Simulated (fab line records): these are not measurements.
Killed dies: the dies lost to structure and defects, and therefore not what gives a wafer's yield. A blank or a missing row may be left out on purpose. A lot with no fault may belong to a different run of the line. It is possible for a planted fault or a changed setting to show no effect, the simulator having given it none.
Matching of chambers | flow n5Finfet | rieDiel-05 running N5_FIN_SAQP_ETCH_67: 4 sister chambers
The step etches SiNx in CH3F/O2, target depth 30 nm. 8 wafers are shown with their chamber, then 10 later ones without.

EACH WAFER AND ITS CHAMBER
wafer  | chamber | showerheadPlenumPTorr (Torr) | rfVppV (V)
L081.5 | 3       | 2.07                         | 293
L082.2 | 3       | 2.06                         | 292
L084.4 | 2       | 1.95                         | 302
L090.1 | 1       | 1.94                         | 306
L090.2 | 0       | 2.04                         | 292
L090.3 | 2       | 1.95                         | 303
L091.1 | 0       | 2.04                         | 291
L091.3 | 1       | 1.94                         | 305

WAFERS WITH NO CHAMBER GIVEN
wafer  | showerheadPlenumPTorr (Torr) | rfVppV (V)
L091.6 | 1.94                         | 305
L093.1 | 1.94                         | 305
L093.4 | 2.03                         | 292
L093.6 | 1.94                         | 304
L095.2 | 2.05                         | 293
L095.4 | 1.94                         | 301
L095.5 | 1.94                         | 305
L097.2 | 2.05                         | 293
L097.3 | 1.94                         | 302
L097.5 | 1.94                         | 305

THE CHAMBER EACH PASSED THROUGH
wafer  | from the rows above     | in truth
L091.6 | 1                       | 1
L093.1 | 1                       | 1
L093.4 | 0                       | 0
L093.6 | can't be placed: 1 or 2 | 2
L095.2 | can't be placed: 0 or 3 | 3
L095.4 | 2                       | 2
L095.5 | 1                       | 1
L097.2 | can't be placed: 0 or 3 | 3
L097.3 | 2                       | 2
L097.5 | 1                       | 1
Correctly placed: 7 of 10. Not placeable from these rows: 3 (in 3, the candidates include the true chamber). Number placed wrongly: 0.
How it was worked out, from the rows above alone: a wafer's distance from a chamber is the root of the sum, over the readings, of the square of ((its reading less the chamber's mean) divided by the reading's scatter). If the next closest chamber is less than 2 further off than the closest, the wafer can't be placed; otherwise it belongs to the closest. Each chamber's mean is taken over the wafers shown for it. The scatter: take each reading less its chamber's mean, square it, sum over the shown wafers, divide by the number of wafers less the number of chambers, and take the root.
